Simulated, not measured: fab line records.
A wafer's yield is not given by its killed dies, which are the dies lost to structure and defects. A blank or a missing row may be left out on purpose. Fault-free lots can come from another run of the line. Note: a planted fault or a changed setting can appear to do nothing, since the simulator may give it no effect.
Matching of chambers -- flow n5 finfet -- 3 sister chambers for N5_WELL_APT_DESCUM_13 on rie diel-03
The step chemistry O2, time 7.9 s. 14 wafers are shown with their chamber, then 5 later ones without.

== WAFERS WITH THEIR CHAMBER ==
wafer,chamber,showerhead plenum p Torr (Torr),throttle valve pct (%),oes product au (a.u.)
L279.1,3,2.22,20.32,0.87
L279.5,0,2.00,20.75,0.78
L279.6,1,1.97,20.39,0.72
L285.3,3,2.22,20.34,0.84
L285.5,0,2.00,20.78,0.76
L285.6,1,1.96,20.40,0.70
L286.1,0,2.00,20.78,0.77
L286.3,1,1.96,20.41,0.71
L286.6,0,2.00,20.80,0.77
L287.1,0,2.00,20.79,0.77
L287.4,3,2.22,20.34,0.83
L287.5,0,2.00,20.77,0.77
L289.2,3,2.22,20.35,0.82
L289.4,0,1.99,20.79,0.75

SIGNATURES (averages over the wafers above)
reading,chamber 0,chamber 1,chamber 3,scatter within a chamber
showerhead plenum p Torr,1.9986,1.9633,2.2200,0.00372
throttle valve pct,20.7800,20.4000,20.3375,0.0144
oes product au,0.7671,0.7100,0.8400,0.014
Rule: a wafer lies at a distance from a chamber equal to the root of the sum of squares, over the readings, of (its reading less the chamber's mean, divided by the reading's scatter). If the next closest chamber is less than 2 further off than the closest, the wafer can't be placed; otherwise it belongs to the closest. The scatter: the root of (the sum of the squares of (reading less its chamber's mean) over the shown wafers, divided by (wafers less chambers)).

== WAFERS WITHOUT THEIR CHAMBER ==
wafer,showerhead plenum p Torr (Torr),throttle valve pct (%),oes product au (a.u.)
L289.5,1.96,20.41,0.69
L300.1,1.99,20.81,0.75
L300.6,1.99,20.81,0.75
L301.2,1.95,20.44,0.68
L301.4,2.21,20.37,0.81

== WHICH CHAMBER EACH WENT THROUGH ==
wafer,from the rows above,in truth
L289.5,1,1
L300.1,0,0
L300.6,0,0
L301.2,1,1
L301.4,3,3
Correct placement for 5 of the 5. Not placeable from these rows: 0. Placed wrongly: 0.
